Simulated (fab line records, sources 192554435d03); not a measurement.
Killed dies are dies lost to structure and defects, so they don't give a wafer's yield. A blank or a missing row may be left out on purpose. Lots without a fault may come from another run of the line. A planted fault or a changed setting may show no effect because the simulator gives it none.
Split-lot experiment | flow n5_finfet | 7 lots, 21 wafers read, on a route of 1938 steps

THE SPLIT
At N5_BEOL_M6_PECVD_70 (deposits SiO2 from TEOS/O2, target thk 20 nm, time 22.7 s), the setting temp_c was moved away from the recipe's 400 C on 10 of the 21 wafers read, by -4.1% to +3.2%. The other wafers ran this setting at the recipe's value.

FROM THE SPLIT TO THE READING: what the file shows between them, 4 steps
- N5_BEOL_M6_TRENCH_ETCH_37: etches SiCOH lowk in C4F6/O2, target depth 94.435 nm, time 31.5 s (also split here: source_w)
- N5_BEOL_M6_ETCH_41: etches SiCN in CH3F/O2, target depth 29.7 nm, time 52 s
- N5_BEOL_M6_STRIP_80: strips in N2/H2, time 10 s
- N5_BEOL_M6_OCD_MEAS_38

THE READING
SiO2_of_BEOL_M6_PECVD_70.thk_nm (the simulator's own value, which no gauge read), in nm, at N5_BEOL_M6_HM_STRIP_39 (strips TiN in peroxide tin strip, target depth 25 nm, time 158 s). The file gives no usual value for it. The 11 wafers here that ran the recipe average 19.9 nm, standard deviation 0.29 nm.

wafer  | tool, chamber at the split | temp_c as run, C | against the recipe | SiO2_of_BEOL_M6_PECVD_70.thk_nm, nm | against lot-mates on the recipe
L075.1 | pecvd-01, 1,0              | 384.9            | -3.8%              | 21.6                                | no lot-mate on the recipe
L075.2 | pecvd-01, 1,0              | 384.9            | -3.8%              | 21.6                                | no lot-mate on the recipe
L075.5 | pecvd-01, 2                | 384.9            | -3.8%              | 21.8                                | no lot-mate on the recipe
L080.2 | pecvd-04, 1                | 384.6            | -3.8%              | 22                                  | +1.6
L080.5 | pecvd-04, 0                | 400              | recipe             | 20.4                                | -
L080.6 | pecvd-04, 1                | 384.6            | -3.8%              | 22.6                                | +2.2
L081.1 | pecvd-01, 0                | 400              | recipe             | 19.8                                | -
L081.3 | pecvd-01, 2                | 400              | recipe             | 19.8                                | -
L081.5 | pecvd-01, 2                | 400              | recipe             | 20                                  | -
L084.1 | pecvd-04, 0                | 412.8            | +3.2%              | 18.2                                | -1.4
L084.2 | pecvd-04, 1                | 400              | recipe             | 19.6                                | -
L084.3 | pecvd-04, 2                | 412.8            | +3.2%              | 18                                  | -1.6
L088.2 | pecvd-04, 0                | 400              | recipe             | 19.8                                | -
L088.3 | pecvd-04, 2                | 400              | recipe             | 20                                  | -
L088.5 | pecvd-04, 1                | 400              | recipe             | 20.4                                | -
L096.1 | pecvd-04, 1,2              | 400              | recipe             | 19.8                                | -
L096.2 | pecvd-04, 1,2              | 400              | recipe             | 19.8                                | -
L096.3 | pecvd-04, 0                | 407.2            | +1.8%              | 19                                  | -0.8
L092.1 | pecvd-01, 0                | 400              | recipe             | 19.4                                | -
L092.4 | pecvd-01, 0                | 383.6            | -4.1%              | 21.8                                | +2.4
L092.5 | pecvd-01, 1                | 383.6            | -4.1%              | 21.8                                | +2.4
Where a row lists several chambers, the file gives one row for several wafers and doesn't say which wafer went through which chamber.

THE FIT
A straight line over all 21 wafers: SiO2_of_BEOL_M6_PECVD_70.thk_nm changes by -0.523 nm for each +1% of temp_c; r = -0.97; the points scatter about the line by 0.3 nm.
The same after taking each lot's own level away (the mean of its wafers on the recipe; 18 wafers): -0.517 nm for each +1%; r = -0.99; scatter 0.2 nm.
On that fit, the largest move of temp_c shifts the reading by 2.1 nm.
The lots' own levels span 19.40 to 20.40 nm, that is 3.5 times the standard deviation above.
So the lot-to-lot level changes the slope little: the two slopes agree.
Check: with one of the wafers moved furthest among these (-4.1%) left out of the fit, the line predicts +2.1 nm for it against its lot-mates. It came out at +2.4 nm against them.

OTHER SPLITS ON THESE WAFERS
These wafers also went through other splits before the reading. Each is held against what the fit with the lots' levels taken away leaves over:
other split on the same wafers     | wafers away from the commonest value | r with SiO2_of_BEOL_M6_PECVD_70.thk_nm (lot level and that fit taken away)
N5_BEOL_M5_ETCH_72 bias_w          | 9                                    | +0.30
N5_BEOL_M5_ETCH_62 source_w        | 6                                    | -0.01
N5_BEOL_M6_TRENCH_ETCH_37 source_w | 7                                    | +0.43

THE WHOLE CHAIN: every reading that the file lists as answering this split, in the file's order
step                   | what it does                                                     | reading                                                                          | change (the file's fit)               | r (the file's)
N5_BEOL_M6_PECVD_70    | deposits SiO2 from TEOS/O2, target thk 20 nm, time 22.7 s        | SiO2_of_BEOL_M6_PECVD_70.thk_nm (the simulator's own value, which no gauge read) | -0.51 nm for each +1% of the setting  | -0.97
N5_BEOL_M6_HM_STRIP_39 | strips TiN in peroxide tin strip, target depth 25 nm, time 158 s | SiO2_of_BEOL_M6_PECVD_70.thk_nm (the simulator's own value, which no gauge read) | -0.519 nm for each +1% of the setting | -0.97

THE FILE'S OWN FIT
SiO2_of_BEOL_M6_PECVD_70.thk_nm changes by -0.519 nm for each +1% of temp_c, r = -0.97.
